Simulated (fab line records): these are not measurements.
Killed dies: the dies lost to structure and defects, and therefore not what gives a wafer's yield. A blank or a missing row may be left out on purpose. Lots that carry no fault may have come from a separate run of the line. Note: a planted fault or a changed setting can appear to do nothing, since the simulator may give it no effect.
Which tool did it? | flow nand harc | 18 wafers from 6 lots sampled at 4 of the route's 1302 steps

WHAT EACH GAUGE READ, for each wafer
NHARC_THIN_TSV_CD_MEAS_37.
lot  | measured     | on        | cd nm (nm)
L697 | day 24 20:14 | cd sem-01 | 4992.1 4995.6 4995.5
L707 | day 27 13:51 | cd sem-01 | 4997.2 5002.7 5001.9
L706 | day 28 00:25 | cd sem-01 | 5000.9 4999.8 5002.2
L711 | day 29 13:02 | cd sem-01 | 4997.1 4997.9 4995.6
L713 | day 31 00:47 | cd sem-01 | 5002.6 5006.5
L719 | day 34 05:52 | cd sem-01 | 5001.1 4997.5 5000.4

WHICH TOOL RAN EACH LOT (tool, then ch and the chambers of the sampled wafers, then the start)
lot  | NHARC_A_M0_PVD_21            | NHARC_A_BONDPAD_DEP_00                     | NHARC_THIN_TSV_DEGAS_53
L697 | pvd sputter-02, day 23 13:44 | pecvd-04 ch 1,2, day 23 19:52              | pvd sputter-02, day 24 17:38
L707 | pvd sputter-02, day 26 04:06 | pecvd-04 ch 0,1,2, day 27 11:11 or earlier | pvd sputter-01, day 27 11:11
L706 | pvd sputter-03, day 26 17:47 | pecvd-03 ch 0,1, day 27 00:04              | pvd sputter-03, day 27 21:51
L711 | pvd sputter-01, day 28 06:02 | pecvd-04 ch 1,2, day 28 12:14              | pvd sputter-01, day 29 10:36
L713 | pvd sputter-03, day 29 16:00 | pecvd-03 ch 0,1, day 29 22:16              | pvd sputter-01, day 30 22:22
L719 | pvd sputter-02, day 32 19:17 | pecvd-01 ch 0,1,2, day 33 01:23            | pvd sputter-01, day 34 03:17
- NHARC_A_M0_PVD_21: deposits Cu, target thk 30 nm, time 20.49 s.
- NHARC_A_BONDPAD_DEP_00: deposits SiCN, target thk 250 nm.
- NHARC_THIN_TSV_DEGAS_53: time 60 s.

THE ANSWER, worked out from the rows above alone
Rule: the usual values come from the lots themselves. The widest of any qualifying gaps counts: lots, ordered by their means at a reading, are off when they make up no more than a third of the lots, leave a main group of 4 or more, and stand apart from it by 3 or more times the standard deviation of that group's means. Not used: any main group whose means are identical at the precision the tables above print for the reading. A lot without any number at a reading at which 4 lots or more have one is off too. Where the step has rows for the other lots, those lots are counted as sound.
None of the lots is off at any reading shown; this tells nothing.

WHAT THE SIMULATOR HAD INSERTED
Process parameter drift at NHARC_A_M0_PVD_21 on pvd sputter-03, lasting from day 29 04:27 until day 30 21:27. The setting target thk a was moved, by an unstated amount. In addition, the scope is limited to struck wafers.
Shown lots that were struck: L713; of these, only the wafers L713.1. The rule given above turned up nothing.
